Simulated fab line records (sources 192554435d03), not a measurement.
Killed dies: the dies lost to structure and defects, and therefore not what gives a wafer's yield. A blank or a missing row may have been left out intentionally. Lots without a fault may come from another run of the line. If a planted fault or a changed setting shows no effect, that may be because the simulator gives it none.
fab line records	flow n5-finfet
[record] lots = 8	wafers = 21	last-day = 18
route steps=1938 shown PMOS_HMC_CHANNEL_EPI@82 FIN_SAQP@95 STI_FIN_REVEAL@207 BEOL_M4@1111 PASSIVATION@1936
lots that met no fault: from a run of the same line without faults
start-h: hours from the record's opening day to when the first of the lot's shown wafers began	wait-h: hours from the lot's prior step to this one	" same as the row above	L1.1+2: a row that stands for several wafers	- no value, or no start was given	* or withheld: withheld	< > ~ a bound
route shown NAME@n: names a module that has steps shown in the file, with the first one's number in the route	usual: the fault-free wafers' mean and standard deviation	same: alike in all rows	chamber/n: place in a boat	sites: the reading at each site	_std_site: their standard deviation	_edge_site: outer sites' mean less inner sites'	radius-mm: how far each site lies from the wafer's centre	mask NAME#n: copy n	behind: the most recent tool/chamber to have shaped the wafer	hold: why the lot went on hold/how many hours it stayed there/how the hold came to an end	device: names the non-switching transistor (n, p or np)	end of line: tests of these same wafers at the route's end	a step given without rows: its recipe and nothing more	killed: at the first sort, the dies lost to defects and structure; wafer yield is something else	map: per-die view of a wafer (x killed, . not killed, _ where there is no die)
set.NAME: the run value of the setting; set.NAME@STEP: its run value at that earlier step	model.NAME: the simulator's own value behind a step, which no gauge read
the route's steps for a sample of lots (tables are steps, rows are wafers)
services: from which hour (start-h, from the record's first day; less than 0 if before it) a tool's chamber was out of use, for how many hours, and why
[[steps]]
[step N5_PMOS_HMC_CHANNEL_EPI_THK_MEAS_22]
[recipe] reads = SiGe30_of_PMOS_HMC_CHANNEL_EPI_EPI_20
[usual] HMC_CMP_THK = 54.1/0.52
lot.wafer	tool	chamber	start-h	wait-h	HMC_CMP_THK[nm]
L631.1	film-metro-01	-	38.73	-	53.9
L631.3	"	-	"	"	53.3
L631.6	"	-	"	"	54.1
L633.1	film-metro-02	-	49.75	-	53.9
L633.4	"	-	"	"	54.1
L633.6	"	-	"	"	54.0
L639.2	film-metro-02	-	86.74	-	55.0
L639.6	"	-	"	"	55.2
L640.2	film-metro-02	-	91.81	-	54.7
L640.3	"	-	"	"	53.3
L642.1	film-metro-02	-	104.43	-	54.6
L642.6	"	-	"	"	54.5
L648.1	film-metro-01	-	140.77	-	54.7
L648.3	"	-	"	"	53.8
L648.4	"	-	"	"	54.4
L649.2	film-metro-02	-	147.13	-	53.8
L649.3	"	-	"	"	54.2
L649.4	"	-	"	"	53.9
L651.2	film-metro-01	-	158.47	-	53.7
L651.3	"	-	"	"	53.8
L651.4	"	-	"	"	54.1
[step N5_FIN_SAQP_DENSIFY_62]
[recipe] temp-c = 700	time-s = 60	ambient = N2	idle-temp-c = 600	ramp-up-c-per-s = 150	ramp-down-c-per-s = 60	cool-to-c = 600
[usual] lamp-power-pct = 9.84/0.056	lamp_zone_1_pct = 9.845/0.011	lamp_zone_3_pct = 9.846/0.01	wafer_temp_C_max = 703.3/0.63
lot.wafer	tool	chamber	start-h	wait-h	lamp-power-pct	lamp_zone_1_pct	lamp_zone_3_pct	wafer_temp_C_max
L631.1	rtp-anneal-01	0	39.75	0.3	9.89	9.859	9.853	703.5
L631.3	"	0	"	"	9.82	9.847	9.835	703.0
L631.6	"	0	"	"	9.80	9.854	9.842	703.7
L633.1	rtp-anneal-02	0	50.81	0.4	9.92	9.840	9.861	702.2
L633.4	"	0	"	"	9.84	9.872	9.828	703.5
L633.6	"	0	"	"	9.93	9.834	9.850	703.4
L639.2	rtp-anneal-01	0	88.09	0.3	9.89	9.859	9.827	703.1
L639.6	"	0	"	"	9.79	9.841	9.819	704.2
L640.2	rtp-anneal-02	0	93.18	0.1	9.74	9.839	9.850	703.4
L640.3	"	0	"	"	9.86	9.841	9.858	702.2
L642.1	rtp-anneal-01	0	105.34	0.1	9.85	9.839	9.843	702.7
L642.6	"	0	"	"	9.79	9.849	9.834	704.2
L648.1	rtp-anneal-01	0	141.91	0.2	9.80	9.851	9.850	704.2
L648.3	"	0	"	"	9.76	9.848	9.857	703.7
L648.4	"	0	"	"	9.83	9.844	9.852	703.3
L649.2	rtp-anneal-01	0	148.33	0.3	9.76	9.854	9.860	703.2
L649.3	"	0	"	"	9.94	9.831	9.853	702.6
L649.4	"	0	"	"	9.83	9.855	9.831	703.4
L651.2	rtp-anneal-01	0	159.40	0.1	9.86	9.838	9.857	702.8
L651.3	"	0	"	"	9.95	9.851	9.841	702.6
L651.4	"	0	"	"	9.80	9.820	9.827	703.0
[step N5_FIN_SAQP_HM_OPEN_73]
[recipe] chemistry = CHF3/O2	target = SiO2	stop-on = a-Si	target-depth-a = 120	over-etch-frac = 1.8	mask-material = SOC	time-s = 16.8	pressure-mtorr = 30	source-w = 650	bias-w = 170	Ar_flow_sccm = 200	CHF3_flow_sccm = 50	O2_flow_sccm = 5	ion-energy-ev = 200	ends = end-point
[usual] drypump-motor-current-A = 5.7/0.48	oes-product-au = 0.46/0.05	rf-vpp-V = 527/6.3	showerhead-plenum-p-Torr = 2.42/0.089	throttle-valve-pct = 18.84/0.26
lot.wafer	tool	chamber	start-h	wait-h	drypump-motor-current-A	oes-product-au	rf-hours-counter-h	rf-vpp-V	showerhead-plenum-p-Torr	throttle-valve-pct
L631.1	rie-diel-05	3	41.07	0.0	4.8	0.45	143	529	2.51	18.78
L631.3	"	0	"	"	5.9	0.41	229	524	2.37	18.75
L631.6	"	0	"	"	5.9	0.41	-	523	2.37	18.76
L633.1	rie-diel-06	0	51.98	0.0	5.8	0.43	189	515	2.39	19.11
L633.4	"	0	"	"	5.8	0.44	-	517	2.39	19.12
L633.6	"	2	"	"	5.1	0.46	-	526	2.32	19.08
L639.2	rie-diel-06	3	89.66	0.0	5.8	0.56	5	533	2.57	18.59
L639.6	"	1	"	"	5.9	0.42	-	523	2.29	19.33
L640.2	rie-diel-02	1	94.44	0.0	6.6	0.51	58	528	2.53	18.46
L640.3	"	2	"	"	5.9	0.45	163	534	2.50	18.67
L642.1	rie-diel-06	2	106.64	0.0	5.1	0.44	165	525	2.31	19.11
L642.6	"	3	"	"	5.7	0.55	-	533	2.56	18.61
L648.1	rie-diel-05	2	143.20	0.0	5.6	0.57	2	527	2.56	18.60
L648.3	"	3	"	"	4.8	0.43	182	527	2.49	18.86
L648.4	"	0	"	"	5.9	0.57	11	522	2.36	18.39
L649.2	rie-diel-05	0	149.63	0.0	5.9	0.56	12	521	2.36	18.36
L649.3	"	3	"	"	4.8	0.43	184	528	2.49	18.86
L649.4	"	1	"	"	5.2	0.51	-	539	2.44	19.04
L651.2	rie-diel-05	3	161.19	0.0	4.8	0.42	191	528	2.49	18.85
L651.3	"	2	"	"	5.6	0.56	6	529	2.56	18.62
L651.4	"	1	"	"	5.2	0.50	72	536	2.44	19.03
[step N5_FIN_SAQP_SPACER2_ALD_28]
[recipe] material = SiO2	target-thk-a = 81	temp-c = 300	ald-precursor-family = BDEAS	ald-co-reactant = O2-plasma	pulse-time-s = 1	purge-time-s = 2	co-reactant-purge-time-s = 2	pressure-torr = 2
[usual] heater-power-w = 473/31	precursor-pulse-height-rel = 1.001/0.019
lot.wafer	tool	chamber	start-h	wait-h	heater-power-w	precursor-pulse-height-rel
L631.1	ald-sin-04	2	44.32	0.4	475	0.966
L631.3	"	3	"	"	489	0.992
L631.6	"	2	"	"	467	0.995
L633.1	ald-sin-04	0	55.08	0.1	462	0.989
L633.4	"	1	"	"	438	1.005
L633.6	"	0	"	"	458	1.012
L639.2	ald-sin-04	1	94.75	2.2	447	1.000
L639.6	"	1	"	"	453	1.025
L640.2	ald-sin-04	3	102.25	3.1	481	1.001
L640.3	"	0	"	"	473	0.975
L642.1	ald-sin-04	1	109.52	0.1	449	1.006
L642.6	"	0	"	"	471	0.999
L648.1	ald-sin-03	2	146.08	0.1	475	1.024
L648.3	"	0	"	"	458	0.995
L648.4	"	1	"	"	470	1.010
L649.2	ald-sin-02	0	152.96	0.1	485	0.983
L649.3	"	1	"	"	407	0.993
L649.4	"	3	"	"	498	1.004
L651.2	ald-sin-03	1	164.34	0.1	476	1.006
L651.3	"	0	"	"	456	1.011
L651.4	"	3	"	"	550	0.977
[step N5_FIN_SAQP_CD_MEAS_31]
[recipe] target-cd-nm = 8	landing-energy-ev = 1000	detector = se-inlens	polarity = line
[usual] cd-nm = 8.09/0.2
lot.wafer	tool	chamber	start-h	wait-h	cd-nm
L631.1	cd-sem-03	0	44.84	0.1	8.19
L631.3	"	0	"	"	8.26
L631.6	"	0	"	"	8.24
L633.1	cd-sem-01	0	55.63	0.1	8.11
L633.4	"	0	"	"	8.17
L633.6	"	0	"	"	7.99
L639.2	cd-sem-03	0	95.40	0.1	10.64
L639.6	"	0	"	"	7.70
L640.2	cd-sem-03	0	102.78	0.1	10.57
L640.3	"	0	"	"	8.36
L642.1	cd-sem-01	0	110.04	0.1	10.87
L642.6	"	0	"	"	8.07
L648.1	cd-sem-03	0	146.68	0.1	8.14
L648.3	"	0	"	"	7.84
L648.4	"	0	"	"	7.78
L649.2	cd-sem-01	0	153.52	0.1	7.95
L649.3	"	0	"	"	7.92
L649.4	"	0	"	"	8.05
L651.2	cd-sem-01	0	164.87	0.1	8.11
L651.3	"	0	"	"	8.19
L651.4	"	0	"	"	7.92
[step N5_STI_FIN_REVEAL_CD_MEAS_22]
[recipe] target-cd-nm = 6.238	pitch-nm = 28	polarity = line
[usual] cd-nm = 6.23/0.25
lot.wafer	tool	chamber	start-h	wait-h	cd-nm
L631.1	cd-sem-02	-	56.05	0.0	6.67
L631.3	"	-	"	"	6.08
L631.6	"	-	"	"	6.36
L633.1	cd-sem-02	-	67.03	0.0	6.32
L633.4	"	-	"	"	6.04
L633.6	"	-	"	"	6.16
L639.2	cd-sem-01	-	109.74	0.0	8.90
L639.6	"	-	"	"	6.08
L640.2	cd-sem-01	-	113.59	0.0	8.58
L640.3	"	-	"	"	6.19
L642.1	cd-sem-03	-	121.12	0.0	8.63
L642.6	"	-	"	"	6.15
L648.1	cd-sem-03	-	157.60	0.0	6.17
L648.3	"	-	"	"	6.06
L648.4	"	-	"	"	6.56
L649.2	cd-sem-02	-	167.58	0.0	6.48
L649.3	"	-	"	"	6.34
L649.4	"	-	"	"	6.55
L651.2	cd-sem-01	-	175.76	0.0	5.80
L651.3	"	-	"	"	5.92
L651.4	"	-	"	"	6.08
[step N5_BEOL_M4_RC_MEAS_101]
[usual] DIBL_N = 35.9/1.4	DIBL_P = 35.9/1.7	IOFF_N = 0.155/0.023	IOFF_N_85C = 3.1/0.38	IOFF_N_LIN = 0.072/0.009	IOFF_P = 0.201/0.029	IOFF_P_85C = 3.5/0.43	IOFF_P_LIN = 0.096/0.011	ION_N = 672/8.8	ION_P = 460/7	SS_N = 71.6/0.48	SS_P = 73.1/0.64	VT_N = 250.0/3	VT_N_LVT = 98.6/2.6	VT_P = -251.6/3	VT_P_LVT = -99.6/2.3
lot.wafer	tool	chamber	start-h	wait-h	DIBL_N[mV/V]	DIBL_P[mV/V]	IOFF_N[nA/um]	IOFF_N_85C[nA/um]	IOFF_N_LIN[nA/um]	IOFF_P[nA/um]	IOFF_P_85C[nA/um]	IOFF_P_LIN[nA/um]	ION_N[uA/um]	ION_P[uA/um]	SS_N[mV/dec]	SS_P[mV/dec]	VT_N[mV]	VT_N_LVT[mV]	VT_P[mV]	VT_P_LVT[mV]
L633.1	prober-01	0	191.89	0.0	32.8	34.9	0.126	2.5	0.061	0.168	3.0	0.081	663	453	71.3	73.3	254.2	102.4	-257.0	-103.7
L633.4	"	0	"	"	35.5	37.1	0.165	3.1	0.073	0.200	3.5	0.094	671	456	71.5	73.6	250.1	100.9	-254.1	-101.8
L633.6	"	0	"	"	35.6	37.1	0.161	3.1	0.073	0.208	3.7	0.097	668	459	72.1	73.6	251.3	101.9	-250.2	-100.7
L631.1	prober-02	0	194.31	0.0	36.2	35.5	0.143	2.8	0.068	0.188	3.2	0.091	669	458	71.7	72.4	251.5	100.0	-255.1	-101.0
L631.3	"	0	"	"	37.7	36.6	0.163	3.2	0.075	0.202	3.5	0.095	666	456	72.1	73.5	251.0	99.2	-252.9	-101.4
L631.6	"	0	"	"	35.9	35.5	0.145	2.9	0.070	0.190	3.3	0.092	674	462	71.3	72.6	250.1	99.1	-252.0	-102.0
L640.2	prober-02	0	245.63	0.2	52.2	56.6	1.344	18.3	0.452	1.075	14.2	0.318	794	515	74.2	77.9	213.3	60.9	-231.1	-74.9
L640.3	"	0	"	"	37.1	35.2	0.146	2.9	0.070	0.188	3.3	0.092	672	462	71.4	72.7	251.4	98.8	-252.9	-99.3
L639.2	prober-01	0	248.54	0.2	50.6	59.4	1.653	22.4	0.545	1.353	17.1	0.397	803	531	75.6	78.7	208.3	55.9	-224.5	-72.3
L639.6	"	0	"	"	33.2	35.7	0.140	2.8	0.067	0.197	3.4	0.098	665	463	71.6	73.1	250.3	97.2	-251.5	-98.0
L642.1	prober-01	0	252.05	0.0	53.9	59.9	2.001	25.5	0.623	1.586	20.3	0.438	813	530	75.8	79.8	206.6	55.9	-224.6	-71.5
L642.6	"	0	"	"	36.5	35.2	0.170	3.3	0.074	0.227	4.0	0.110	670	461	72.4	73.7	248.2	98.6	-249.3	-96.7
L648.1	prober-02	0	286.47	0.0	39.1	39.8	0.211	4.0	0.094	0.260	4.4	0.113	682	462	72.3	74.4	243.3	95.6	-250.6	-99.0
L648.3	"	0	"	"	38.5	39.4	0.195	3.8	0.088	0.250	4.2	0.111	685	464	72.4	73.7	248.6	97.4	-249.5	-99.4
L648.4	"	0	"	"	37.6	38.0	0.187	3.6	0.087	0.231	4.0	0.105	686	469	71.8	73.0	243.6	96.3	-249.3	-99.2
L649.2	prober-01	0	304.38	0.2	35.4	36.7	0.188	3.5	0.085	0.220	3.8	0.106	688	469	71.3	73.3	243.8	93.2	-248.9	-98.3
L649.3	"	0	"	"	36.3	38.7	0.205	3.8	0.092	0.250	4.3	0.116	680	465	71.7	73.7	244.3	94.7	-249.2	-96.8
L649.4	"	0	"	"	37.0	39.4	0.231	4.2	0.099	0.267	4.5	0.119	676	462	72.3	74.4	243.5	92.1	-249.4	-96.1
L651.2	prober-02	0	311.64	0.2	35.6	34.0	0.141	2.8	0.063	0.186	3.3	0.094	649	448	71.7	72.6	255.4	102.8	-253.7	-100.4
L651.3	"	0	"	"	34.9	34.2	0.131	2.7	0.065	0.198	3.4	0.099	668	462	71.1	73.4	250.9	102.8	-251.9	-100.0
L651.4	"	0	"	"	33.5	32.8	0.113	2.4	0.056	0.168	3.0	0.087	654	454	71.0	72.6	256.9	104.9	-252.6	-101.9
[step N5_PASSIVATION_PROBE_49]
[usual] defect-limited-yield = 91.7/1.5	killed_at_M0_to_M3 = 30/8.6	killed_at_M4_up = 12/4.5	killed-at-contacts = 13/5.8	killed-at-front-end = 38/11	killed-at-other = 4/3	killed-dies = 97/17	killed-on-rim = 13/3.6	killed-open = 63/12	killed-short = 32/8.8	sort_bin_4_leakage = 0/0	sort_bin_5_function = 4.8/0.91	sort_bin_6_memory = 3.1/0.68	sort-n-pass = 1083/17	sort-yield-pct = 91.7/1.5
[same] gross-dies = 1180	killed-at-back-side = 0	sort_bin_8_speed[%] = 0
lot.wafer	tool	chamber	start-h	wait-h	defect-limited-yield[%]	killed_at_M0_to_M3	killed_at_M4_up	killed-at-contacts	killed-at-front-end	killed-at-other	killed-dies	killed-on-rim	killed-open	killed-short	sort_bin_4_leakage[%]	sort_bin_5_function[%]	sort_bin_6_memory[%]	sort-n-pass	sort-yield-pct[%]
L633.1	prober-01	-	298.25	0.0	92.0	30	6	8	46	4	94	14	61	28	0	4.5	3.3	1086	92.0
L633.4	prober-01	-	298.40	0.2	92.2	26	11	13	38	4	92	13	60	31	0	4.6	2.7	1088	92.2
L633.6	prober-01	-	298.50	0.3	92.3	29	7	10	36	9	91	12	55	29	0	4.7	2.0	1089	92.3
L631.1	prober-02	-	302.16	0.0	94.0	16	6	4	41	4	71	8	47	22	0	4.0	1.7	1109	94.0
L631.3	prober-02	-	302.26	0.1	91.2	28	14	11	48	3	104	16	68	33	0	5.8	2.7	1076	91.2
L631.6	prober-02	-	302.41	0.3	88.9	48	19	9	44	11	131	18	90	39	0	6.1	4.4	1049	88.9
L640.2	prober-02	-	349.44	0.1	91.9	31	10	9	43	3	96	15	51	41	91.86	5.3	2.5	0	0
L640.3	prober-02	-	349.49	0.1	89.6	35	24	15	48	1	123	17	80	42	0	6.0	3.8	1057	89.6
L639.2	prober-02	-	357.05	0.1	92.9	19	16	15	32	2	84	11	60	21	92.88	3.7	3.1	0	0
L639.6	prober-02	-	357.25	0.3	93.3	17	12	18	30	2	79	11	56	22	0	3.7	2.9	1101	93.3
L642.1	prober-01	-	357.49	0.0	89.8	45	9	15	47	4	120	18	71	49	89.83	6.4	3.3	0	0
L642.6	prober-01	-	357.74	0.3	90.5	28	18	19	38	9	112	18	77	35	0	5.4	3.8	1068	90.5
L648.1	prober-01	-	399.18	0.0	93.2	34	10	6	30	0	80	7	64	15	0	4.2	2.5	1100	93.2
L648.3	prober-01	-	399.28	0.1	93.6	27	8	9	31	1	76	16	47	27	0	3.9	2.3	1104	93.6
L648.4	prober-01	-	399.33	0.2	93.6	20	17	21	16	2	76	5	49	24	0	3.7	2.6	1104	93.6
L649.2	prober-02	-	417.83	0.1	93.1	26	10	12	33	1	82	9	47	34	0	4.3	2.3	1098	93.1
L649.3	prober-02	-	417.88	0.1	90.8	31	11	20	44	3	109	10	69	38	0	5.3	3.7	1071	90.8
L649.4	prober-02	-	417.93	0.2	90.3	38	21	15	34	6	114	14	65	47	0	5.8	3.6	1066	90.3
L651.2	prober-02	-	421.86	0.1	92.8	31	9	11	32	2	85	11	52	29	0	4.4	2.4	1095	92.8
L651.3	prober-02	-	421.91	0.1	92.0	22	14	20	38	0	94	15	72	20	0	4.9	3.1	1086	92.0
L651.4	prober-02	-	421.96	0.2	91.3	32	13	17	41	0	103	18	67	30	0	4.3	4.2	1077	91.3
// killed by level:class
L633.1 STI_FIN_REVEAL:geometric-particle:open=11 BEOL_M1:geometric-particle:open=10 FIN_SAQP:geometric-particle:short=9 FIN_SAQP:geometric-particle:open=8 DUMMY_GATE:geometric-particle:open=6 MOL_CONTACT_COAG:geometric-particle:open=5 BEOL_M0_SAQP:geometric-particle:open=4 SD_EPI_P:coat-microbubble-printed=4
L633.4 MOL_CONTACT_COAG:geometric-particle:open=9 FIN_SAQP:geometric-particle:open=8 BEOL_M0_SAQP:geometric-particle:open=7 BEOL_M1:geometric-particle:open=7 BEOL_M0_SAQP:geometric-particle:short=6 STARTING-WAFER:geometric-particle:short=6 FIN_SAQP:geometric-particle:short=5 STI_FIN_REVEAL:geometric-particle:open=5
L633.6 BEOL_M0_SAQP:geometric-particle:open=10 MOL_CONTACT_COAG:geometric-particle:open=9 BEOL_M0_SAQP:geometric-particle:short=6 STI_FIN_REVEAL:geometric-particle:open=5 GATE_CUT:geometric-particle:short=5 GATE_CUT:geometric-particle:open=5 BEOL_M1:geometric-particle:open=5 BEOL_M8:geometric-particle:open=5
L631.1 FIN_SAQP:geometric-particle:short=10 FIN_SAQP:geometric-particle:open=7 STI_FIN_REVEAL:geometric-particle:open=5 MOL_CONTACT_COAG:geometric-particle:open=4 BEOL_M0_SAQP:geometric-particle:open=4 BEOL_M3:geometric-particle:open=4 DUMMY_GATE:geometric-particle:open=3 BEOL_M1:geometric-particle:open=3
L631.3 STI_FIN_REVEAL:geometric-particle:open=11 MOL_CONTACT_COAG:geometric-particle:open=9 FIN_SAQP:geometric-particle:short=8 BEOL_M4:geometric-particle:open=8 BEOL_M2:geometric-particle:open=7 FIN_SAQP:geometric-particle:open=6 DUMMY_GATE:geometric-particle:open=6 BEOL_M1:geometric-particle:open=5
L631.6 BEOL_M0_SAQP:geometric-particle:open=12 BEOL_M3:geometric-particle:open=12 STI_FIN_REVEAL:geometric-particle:open=9 MOL_CONTACT_COAG:geometric-particle:open=9 BEOL_M0_SAQP:geometric-particle:short=9 FIN_SAQP:geometric-particle:open=7 BEOL_M4:geometric-particle:open=7 BEOL_M1:geometric-particle:open=6
L640.2 BEOL_M3:geometric-particle:short=10 GATE_CUT:geometric-particle:short=8 STI_FIN_REVEAL:geometric-particle:open=7 MOL_CONTACT_COAG:geometric-particle:open=7 STARTING-WAFER:geometric-particle:short=7 BEOL_M2:geometric-particle:open=6 BEOL_M3:geometric-particle:open=6 BEOL_M0_SAQP:geometric-particle:open=5
L640.3 BEOL_M1:geometric-particle:open=14 MOL_CONTACT_COAG:geometric-particle:open=11 BEOL_M4:geometric-particle:open=10 FIN_SAQP:geometric-particle:short=9 DUMMY_GATE:geometric-particle:open=8 GATE_CUT:geometric-particle:short=7 BEOL_M0_SAQP:geometric-particle:open=7 GATE_CUT:geometric-particle:open=6
L639.2 MOL_CONTACT_COAG:geometric-particle:open=13 DUMMY_GATE:geometric-particle:open=11 BEOL_M4:geometric-particle:open=6 BEOL_M2:geometric-particle:open=5 DUMMY_GATE:geometric-particle:short=4 BEOL_M0:geometric-particle:open=4 STI_FIN_REVEAL:geometric-particle:open=3 BEOL_M5:geometric-particle:open=3
L639.6 MOL_CONTACT_COAG:geometric-particle:open=15 FIN_SAQP:geometric-particle:open=6 STI_FIN_REVEAL:geometric-particle:open=5 BEOL_M2:geometric-particle:open=4 BEOL_M0:geometric-particle:open=4 BEOL_M4:geometric-particle:short=4 DUMMY_GATE:geometric-particle:open=3 MOL_CONTACT_COAG:geometric-particle:short=3
L642.1 BEOL_M0_SAQP:geometric-particle:open=16 FIN_SAQP:geometric-particle:short=14 STI_FIN_REVEAL:geometric-particle:open=12 MOL_CONTACT_COAG:geometric-particle:open=8 BEOL_M0_SAQP:geometric-particle:short=7 MOL_CONTACT_COAG:geometric-particle:short=7 FIN_SAQP:geometric-particle:open=6 BEOL_M2:geometric-particle:open=5
L642.6 FIN_SAQP:geometric-particle:open=21 MOL_CONTACT_COAG:geometric-particle:open=15 FIN_SAQP:geometric-particle:short=7 BEOL_M1:geometric-particle:open=7 BEOL_M4:geometric-particle:short=6 BEOL_M0_SAQP:geometric-particle:open=5 MOL_CONTACT_COAG:geometric-particle:short=4 BEOL_M1:geometric-particle:short=4
L648.1 BEOL_M0_SAQP:geometric-particle:open=14 STI_FIN_REVEAL:geometric-particle:open=12 BEOL_M2:geometric-particle:open=10 MOL_CONTACT_COAG:geometric-particle:open=5 DUMMY_GATE:geometric-particle:open=5 BEOL_M4:geometric-particle:open=5 GATE_CUT:geometric-particle:open=3 BEOL_M0_SAQP:geometric-particle:short=3
L648.3 BEOL_M0_SAQP:geometric-particle:short=11 MOL_CONTACT_COAG:geometric-particle:open=8 BEOL_M4:geometric-particle:open=7 BEOL_M0_SAQP:geometric-particle:open=6 FIN_SAQP:geometric-particle:short=4 STI_FIN_REVEAL:geometric-particle:open=4 STI_FIN_REVEAL:geometric-particle:short=4 DUMMY_GATE:geometric-particle:open=4
L648.4 MOL_CONTACT_COAG:geometric-particle:open=15 MOL_CONTACT_COAG:geometric-particle:short=6 BEOL_M0_SAQP:geometric-particle:open=6 BEOL_M2:geometric-particle:open=6 BEOL_M4:geometric-particle:open=6 STI_FIN_REVEAL:geometric-particle:open=4 BEOL_M0_SAQP:geometric-particle:short=4 BEOL_M8:geometric-particle:open=4
L649.2 MOL_CONTACT_COAG:geometric-particle:open=9 BEOL_M0_SAQP:geometric-particle:short=9 STI_FIN_REVEAL:geometric-particle:open=7 FIN_SAQP:geometric-particle:open=6 FIN_SAQP:geometric-particle:short=5 GATE_CUT:geometric-particle:short=5 BEOL_M1:geometric-particle:open=5 BEOL_M2:geometric-particle:open=5
L649.3 MOL_CONTACT_COAG:geometric-particle:open=15 FIN_SAQP:geometric-particle:short=13 BEOL_M2:geometric-particle:open=10 STI_FIN_REVEAL:geometric-particle:open=6 BEOL_M1:geometric-particle:open=6 FIN_SAQP:geometric-particle:open=5 MOL_CONTACT_COAG:geometric-particle:short=5 STI_FIN_REVEAL:geometric-particle:short=4
L649.4 MOL_CONTACT_COAG:geometric-particle:open=10 BEOL_M2:geometric-particle:open=8 BEOL_M4:geometric-particle:open=8 FIN_SAQP:geometric-particle:open=7 GATE_CUT:geometric-particle:short=7 BEOL_M0_SAQP:geometric-particle:short=7 BEOL_M3:geometric-particle:short=7 BEOL_M1:geometric-particle:open=6
L651.2 BEOL_M0_SAQP:geometric-particle:short=11 BEOL_M2:geometric-particle:open=8 MOL_CONTACT_COAG:geometric-particle:open=7 STI_FIN_REVEAL:geometric-particle:open=5 BEOL_M0_SAQP:geometric-particle:open=5 MOL_CONTACT_COAG:geometric-particle:short=4 GATE_CUT:geometric-particle:open=4 BEOL_M4:geometric-particle:open=4
L651.3 MOL_CONTACT_COAG:geometric-particle:open=17 STI_FIN_REVEAL:geometric-particle:open=13 DUMMY_GATE:geometric-particle:open=12 BEOL_M0_SAQP:geometric-particle:short=7 BEOL_M1:geometric-particle:open=6 BEOL_M0_SAQP:geometric-particle:open=5 BEOL_M4:geometric-particle:open=4 FIN_SAQP:geometric-particle:short=3
L651.4 MOL_CONTACT_COAG:geometric-particle:open=14 STI_FIN_REVEAL:geometric-particle:open=8 FIN_SAQP:geometric-particle:short=7 BEOL_M0_SAQP:geometric-particle:short=7 FIN_SAQP:geometric-particle:open=6 BEOL_M1:geometric-particle:open=6 BEOL_M3:geometric-particle:open=5 BEOL_M0_SAQP:geometric-particle:open=4
[[services]]
tool	chamber	start-h	hours	kind
ald-sin-02	2	16.36	9.8	repair
rie-diel-02	0	37.94	4.1	repair
rie-diel-05	1	40.94	2.4	repair
rie-diel-06	3	40.94	4.9	repair
ald-sin-02	2	46.88	10.9	repair
ald-sin-02	1	50.05	61.4	repair
rie-diel-05	2	52.94	3.9	repair
rie-diel-06	0	52.95	4.0	repair
ald-sin-02	-	56.50	0.8	repair
rie-diel-06	0	71.63	6.5	repair
ald-sin-03	3	75.44	3.7	repair
rie-diel-02	-	77.79	0.1	repair
rie-diel-02	-	80.40	2.8	pm
rie-diel-05	3	85.44	2.8	repair
ald-sin-02	0	88.15	6.4	repair
ald-sin-02	-	93.85	6.0	pm
rie-diel-05	0	97.85	-	clean
rie-diel-05	0	97.85	-	consumable-replace:focus-ring
rie-diel-05	0	97.85	20.0	scheduled-down
rie-diel-05	0	97.85	20.0	vent-cycle
rie-diel-06	1	99.50	6.9	repair
rie-diel-05	2	118.45	-	clean
rie-diel-05	2	118.45	-	consumable-replace:focus-ring
ald-sin-03	2	160.90	16.3	repair
[[key]]
[first-sign] step = N5_FIN_SAQP_CD_MEAS_31	reading = cd-nm	direction = up	sigmas = 13	usual = 8.09	struck = 10.70
[effect] step = N5_STI_FIN_REVEAL_CD_MEAS_22	reading = cd-nm	direction = up	sigmas = 9.9	usual = 6.23	struck = 8.70
[effect] step = N5_BEOL_M4_RC_MEAS_101	reading = IOFF_N	direction = up	sigmas = 65	usual = 0.155	struck = 1.666
[effect] step = N5_BEOL_M4_RC_MEAS_101	reading = IOFF_N_LIN	direction = up	sigmas = 52	usual = 0.072	struck = 0.540
[effect] step = N5_BEOL_M4_RC_MEAS_101	reading = IOFF_N_85C	direction = up	sigmas = 49	usual = 3.1	struck = 22.1
[effect] step = N5_BEOL_M4_RC_MEAS_101	reading = IOFF_P	direction = up	sigmas = 40	usual = 0.201	struck = 1.338
[effect] step = N5_BEOL_M4_RC_MEAS_101	reading = IOFF_P_85C	direction = up	sigmas = 32	usual = 3.5	struck = 17.2
[effect] step = N5_BEOL_M4_RC_MEAS_101	reading = IOFF_P_LIN	direction = up	sigmas = 26	usual = 0.096	struck = 0.385
[effect] step = N5_BEOL_M4_RC_MEAS_101	reading = VT_N_LVT	direction = down	sigmas = 16	usual = 98.6	struck = 57.6
[effect] step = N5_BEOL_M4_RC_MEAS_101	reading = ION_N	direction = up	sigmas = 15	usual = 672	struck = 803
[effect] step = N5_BEOL_M4_RC_MEAS_101	reading = VT_N	direction = down	sigmas = 14	usual = 250.0	struck = 209.4
[effect] step = N5_BEOL_M4_RC_MEAS_101	reading = DIBL_P	direction = up	sigmas = 14	usual = 35.9	struck = 58.6
[effect] step = N5_BEOL_M4_RC_MEAS_101	reading = VT_P_LVT	direction = up	sigmas = 12	usual = -99.6	struck = -72.9
[effect] step = N5_BEOL_M4_RC_MEAS_101	reading = DIBL_N	direction = up	sigmas = 12	usual = 35.9	struck = 52.2
[effect] step = N5_PASSIVATION_PROBE_49	reading = sort_bin_4_leakage	direction = up	sigmas = 99+	usual = 0	struck = 91.53
met-at N5_FIN_SAQP_SPACER2_ALD_28
struck-lots L639,L640,L642
struck-wafers L639.2,L640.2,L642.1
not-acting-at N5_PMOS_HMC_CHANNEL_EPI_THK_MEAS_22,N5_FIN_SAQP_DENSIFY_62,N5_FIN_SAQP_HM_OPEN_73
onset-between 55.08 94.75
[fault] kind = process-parameter-drift	tool = ald-sin-04	chamber = -	onset-h = 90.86	steps = N5_FIN_SAQP_SPACER2_ALD_28	channel = target-thk-a	offset = *	shape = step	end-h = 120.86	scope = struck-wafers-only	acts-in = *	stated = *
